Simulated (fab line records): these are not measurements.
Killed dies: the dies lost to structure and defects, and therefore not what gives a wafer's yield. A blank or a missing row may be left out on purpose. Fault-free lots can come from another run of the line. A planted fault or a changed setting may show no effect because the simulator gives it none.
Matching of chambers + flow n5Finfet + N5_BEOL_M0_SAQP_DESCUM_19 on rieDiel-04: 4 sister chambers
The step chemistry O2, time 7.9 s. 14 wafers are shown with their chamber, then 7 later ones without.

## WAFERS, EACH WITH ITS CHAMBER
| wafer  | chamber | showerheadPlenumPTorr (Torr) | throttleValvePct (%) | oesProductAu (a.u.) |
|--------|---------|------------------------------|----------------------|---------------------|
| L075.2 | 3       | 2.18                         | 20.61                | 0.73                |
| L075.4 | 1       | 2.22                         | 20.40                | 0.89                |
| L075.5 | 0       | 2.09                         | 20.44                | 0.76                |
| L082.4 | 0       | 2.09                         | 20.46                | 0.76                |
| L082.5 | 1       | 2.21                         | 20.44                | 0.88                |
| L082.6 | 2       | 2.05                         | 20.02                | 0.96                |
| L086.4 | 1       | 2.21                         | 20.44                | 0.87                |
| L086.5 | 2       | 2.05                         | 20.04                | 0.94                |
| L086.6 | 0       | 2.09                         | 20.46                | 0.75                |
| L088.1 | 2       | 2.04                         | 20.06                | 0.92                |
| L088.2 | 3       | 2.18                         | 20.64                | 0.72                |
| L088.4 | 0       | 2.09                         | 20.47                | 0.74                |
| L092.4 | 3       | 2.17                         | 20.64                | 0.71                |
| L092.5 | 2       | 2.04                         | 20.06                | 0.92                |

SIGNATURES (means of the wafers above)
| reading               | chamber 0 | chamber 1 | chamber 2 | chamber 3 | scatter within a chamber |
|-----------------------|-----------|-----------|-----------|-----------|--------------------------|
| showerheadPlenumPTorr | 2.0900    | 2.2133    | 2.0450    | 2.1767    | 0.00483                  |
| throttleValvePct      | 20.4575   | 20.4267   | 20.0450   | 20.6300   | 0.018                    |
| oesProductAu          | 0.7525    | 0.8800    | 0.9350    | 0.7200    | 0.0133                   |
Rule: a wafer's distance from a chamber is the root of the sum, over the readings, of the square of ((its reading less the chamber's mean) divided by the reading's scatter). If the next closest chamber is less than 2 further off than the closest, the wafer can't be placed; otherwise it belongs to the closest. The scatter is the square root of a quotient: the sum, over the shown wafers, of each reading's squared deviation from its chamber's mean, divided by wafers minus chambers.

## WAFERS WITHOUT THEIR CHAMBER
| wafer  | showerheadPlenumPTorr (Torr) | throttleValvePct (%) | oesProductAu (a.u.) |
|--------|------------------------------|----------------------|---------------------|
| L092.6 | 2.17                         | 20.65                | 0.72                |
| L093.1 | 2.17                         | 20.64                | 0.72                |
| L093.2 | 2.04                         | 20.05                | 0.90                |
| L093.4 | 2.21                         | 20.45                | 0.85                |
| L097.1 | 2.17                         | 20.67                | 0.71                |
| L097.2 | 2.04                         | 20.08                | 0.90                |
| L097.5 | 2.17                         | 20.67                | 0.71                |

## EACH ONE'S CHAMBER
| wafer  | from the rows above | in truth |
|--------|---------------------|----------|
| L092.6 | 3                   | 3        |
| L093.1 | 3                   | 3        |
| L093.2 | 2                   | 2        |
| L093.4 | 1                   | 1        |
| L097.1 | 3                   | 3        |
| L097.2 | 2                   | 2        |
| L097.5 | 3                   | 3        |
Correct placement for 7 of the 7. From these rows, 0 cannot be placed. Number placed wrongly: 0.
